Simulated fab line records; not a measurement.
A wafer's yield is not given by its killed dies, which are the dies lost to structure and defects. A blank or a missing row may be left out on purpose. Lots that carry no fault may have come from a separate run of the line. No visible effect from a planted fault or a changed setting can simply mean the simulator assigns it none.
Split-lot trial	flow n5 finfet	route with 1938 steps; 7 lots, 21 wafers read

## THE SPLIT ITSELF
At N5_HKMG_FIN_ETCH_55 (etches SOC in N2/H2, target depth 240 nm, time 300 s), the setting bias w was moved away from the recipe's 150 W on 6 of the 21 wafers read, by -17.1% to +11.6%. This setting was run at the recipe's value on the other wafers.

The split's own step is where the reading is taken.

## THE READING
rf vpp V, in V, at N5_HKMG_FIN_ETCH_55 (etches SOC in N2/H2, target depth 240 nm, time 300 s). Fault-free wafers of this fab line usually give 524.1 V, standard deviation 2.3 V.

wafer	tool, chamber at the split	bias w as run, W	against the recipe	rf vpp V, V	against lot-mates on the recipe
L075.1	rie diel-06, 1	150	recipe	522.4	-
L075.3	rie diel-06, 2	150	recipe	518.8	-
L075.5	rie diel-06, 1	150	recipe	524.1	-
L078.3	rie diel-02, 3	150	recipe	524.8	-
L078.4	rie diel-02, 2	150	recipe	522.3	-
L078.6	rie diel-02, 2	150	recipe	522.5	-
L082.1	rie diel-02, 0	124.4	-17.1%	465.3	-57.9
L082.3	rie diel-02, 3	124.4	-17.1%	463.9	-59.3
L082.5	rie diel-02, 3	150	recipe	523.2	-
L083.4	rie diel-03, 1	150	recipe	526.3	-
L083.5	rie diel-03, 3	150	recipe	527.3	-
L083.6	rie diel-03, 0	150	recipe	521.8	-
L084.1	rie diel-06, 2	150	recipe	519.5	-
L084.4	rie diel-06, 0	150	recipe	527.1	-
L084.5	rie diel-06, 2	142.6	-4.9%	502.0	-21.3
L087.1	rie diel-02, 3	150	recipe	523.7	-
L087.2	rie diel-02, 1	137.9	-8.1%	499.2	-25.2
L087.4	rie diel-02, 2	150	recipe	525.0	-
L093.1	rie diel-06, 0	167.4	+11.6%	564.0	+41.2
L093.4	rie diel-06, 1	150	recipe	522.8	-
L093.5	rie diel-06, 0	167.4	+11.6%	564.5	+41.7

THE FIT
A straight line over all 21 wafers: rf vpp V changes by +3.46 V for each +1% of bias w; r = +0.99; the points scatter about the line by 2.5 V.
The same after taking each lot's own level away (the mean of its wafers on the recipe; 21 wafers): +3.48 V for each +1%; r = +1.00; scatter 2.2 V.
That fit puts the effect of the largest move of bias w on the reading at 59 V.
From 521.77 to 525.13 V: that is the span of the lots' own levels, equal to 1.5 times the standard deviation above.
The two slopes are in agreement: the lot-to-lot level therefore moves the slope only a little.
Check: -59.9 V against its lot-mates is what the line predicts for one of the wafers moved furthest among these (-17.1%) when that wafer is left out of the fit. It came out at -57.9 V against them.
Tool readings at the split's step, against how far the setting was moved: rf vpp V r = +0.99.

## OTHER SPLITS ON THESE WAFERS
Note: prior to the reading, these wafers also went through further splits. Each is held against what the fit with the lots' levels taken away leaves over:
other split on the same wafers	wafers away from the commonest value	r with rf vpp V (lot level and that fit taken away)
N5_WELL_APT_COAT_19 spin rpm	8	+0.09
N5_WELL_APT_PEB_23 peb time s	8	-0.12
N5_FIN_SAQP_SPACER1_ALD_24 temp c	6	+0.57
N5_DUMMY_GATE_ETCH_42 bias w	10	-0.11
N5_SPACER0_ALD_00 ald cycles	11	+0.27
N5_SD_EPI_P_COAT_03 spin rpm	8	+0.10
N5_ILD0_CMP_03 down force psi	12	+0.18

## THE WHOLE CHAIN: every reading that the file lists as answering this split, in the file's order
step	what it does	reading	change (the file's fit)	r (the file's)
N5_HKMG_FIN_ETCH_55	etches SOC in N2/H2, target depth 240 nm, time 300 s	rf vpp V	+3.47 V for each +1% of the setting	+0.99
N5_HKMG_FIN_ETCH_55	etches SOC in N2/H2, target depth 240 nm, time 300 s	etch.depth nm (the simulator's own value, which no gauge read)	+1.7 nm for each +1% of the setting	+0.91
N5_HKMG_FIN_ETCH_55	etches SOC in N2/H2, target depth 240 nm, time 300 s	HKMG_FIN.feature depth nm (the simulator's own value, which no gauge read)	+1.7 nm for each +1% of the setting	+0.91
N5_HKMG_FIN_ETCH_55	etches SOC in N2/H2, target depth 240 nm, time 300 s	SiARC_of_HKMG_FIN_COAT_42.thk nm (the simulator's own value, which no gauge read)	-0.186 nm for each +1% of the setting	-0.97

## THE FILE'S OWN FIT
rf vpp V changes by +3.47 V for each +1% of bias w, r = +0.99.
